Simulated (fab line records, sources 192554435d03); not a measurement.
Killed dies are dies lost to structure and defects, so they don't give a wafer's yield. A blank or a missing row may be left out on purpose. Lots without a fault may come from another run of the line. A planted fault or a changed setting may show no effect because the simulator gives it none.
Split-lot experiment | flow n5_finfet | 7 lots, 21 wafers read, on a route of 1938 steps

THE SPLIT
At N5_BEOL_M2_DESCUM_33 (chemistry O2, time 7 s), the setting time_s was moved away from the recipe's 7 s on 4 of the 21 wafers read, by -10.2% to +21.0%. The other wafers ran this setting at the recipe's value.

FROM THE SPLIT TO THE READING: what the file shows between them, 1 step
- N5_BEOL_M2_ETCH_77: etches underlayer in N2/H2, target depth 6.5 nm, time 5.2 s

THE READING
CAR-EUV_of_BEOL_M2_COAT_22.thk_nm (the simulator's own value, which no gauge read), in nm, at N5_BEOL_M2_ETCH_69 (etches SiARC in CF4, target depth 15.6 nm, time 26 s). The file gives no usual value for it. The 17 wafers here that ran the recipe average 11.2 nm, standard deviation 0.13 nm.

wafer  | tool, chamber at the split | time_s as run, s | against the recipe | CAR-EUV_of_BEOL_M2_COAT_22.thk_nm, nm | against lot-mates on the recipe
L080.1 | rie_diel-03, 3,0           | 7                | recipe             | 11.4                                  | -
L080.3 | rie_diel-03, 1             | 7                | recipe             | 11.2                                  | -
L080.6 | rie_diel-03, 3,0           | 7                | recipe             | 11.2                                  | -
L081.1 | rie_diel-03, 3,0           | 7.992            | +14.2%             | 10.8                                  | -0.6
L081.4 | rie_diel-03, 3             | 7                | recipe             | 11.4                                  | -
L081.6 | rie_diel-03, 3,0           | 7.992            | +14.2%             | 10.6                                  | -0.8
L083.4 | rie_diel-04, 1,3           | 7                | recipe             | 11.2                                  | -
L083.5 | rie_diel-04, 1,3           | 7                | recipe             | 11.2                                  | -
L083.6 | rie_diel-04, 2             | 8.469            | +21.0%             | 10.4                                  | -0.8
L082.2 | rie_diel-04, 0,1,3         | 7                | recipe             | 11.2                                  | -
L082.4 | rie_diel-04, 0,1,3         | 7                | recipe             | 11.2                                  | -
L082.5 | rie_diel-04, 0,1,3         | 7                | recipe             | 11.2                                  | -
L089.2 | rie_diel-04, 0             | 7                | recipe             | 11.2                                  | -
L089.4 | rie_diel-04, 3             | 7                | recipe             | 11.2                                  | -
L089.3 | rie_diel-04, 2             | 6.285            | -10.2%             | 11.4                                  | +0.2
L093.1 | rie_diel-04, 1,1,3         | 7                | recipe             | 11                                    | -
L093.4 | rie_diel-04, 1,1,3         | 7                | recipe             | 11                                    | -
L093.5 | rie_diel-04, 1,1,3         | 7                | recipe             | 11                                    | -
L094.2 | rie_diel-03, 0,2,3         | 7                | recipe             | 11                                    | -
L094.3 | rie_diel-03, 0,2,3         | 7                | recipe             | 11                                    | -
L094.6 | rie_diel-03, 0,2,3         | 7                | recipe             | 11                                    | -
Where a row lists several chambers, the file gives one row for several wafers and doesn't say which wafer went through which chamber.

THE FIT
A straight line over all 21 wafers: CAR-EUV_of_BEOL_M2_COAT_22.thk_nm changes by -0.0327 nm for each +1% of time_s; r = -0.86; the points scatter about the line by 0.13 nm.
The same after taking each lot's own level away (the mean of its wafers on the recipe; 21 wafers): -0.04 nm for each +1%; r = -0.96; scatter 0.079 nm.
On that fit, the largest move of time_s shifts the reading by 0.84 nm.
The lots' own levels span 11.00 to 11.40 nm, that is 3.1 times the standard deviation above.
So the lot-to-lot level changes the slope: the two fits differ.
Check: with one of the wafers moved furthest among these (+21.0%) left out of the fit, the line predicts -0.913 nm for it against its lot-mates. It came out at -0.8 nm against them.

THE WHOLE CHAIN: every reading that the file lists as answering this split, in the file's order
step                 | what it does                                                | reading                                                                            | change (the file's fit)                | r (the file's)
N5_BEOL_M2_DESCUM_33 | chemistry O2, time 7 s                                      | CAR-EUV_of_BEOL_M2_COAT_22.thk_nm (the simulator's own value, which no gauge read) | -0.0324 nm for each +1% of the setting | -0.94
N5_BEOL_M2_ETCH_77   | etches underlayer in N2/H2, target depth 6.5 nm, time 5.2 s | CAR-EUV_of_BEOL_M2_COAT_22.thk_nm (the simulator's own value, which no gauge read) | -0.0413 nm for each +1% of the setting | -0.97
N5_BEOL_M2_ETCH_69   | etches SiARC in CF4, target depth 15.6 nm, time 26 s        | CAR-EUV_of_BEOL_M2_COAT_22.thk_nm (the simulator's own value, which no gauge read) | -0.0386 nm for each +1% of the setting | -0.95

THE FILE'S OWN FIT
CAR-EUV_of_BEOL_M2_COAT_22.thk_nm changes by -0.0386 nm for each +1% of time_s, r = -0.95.
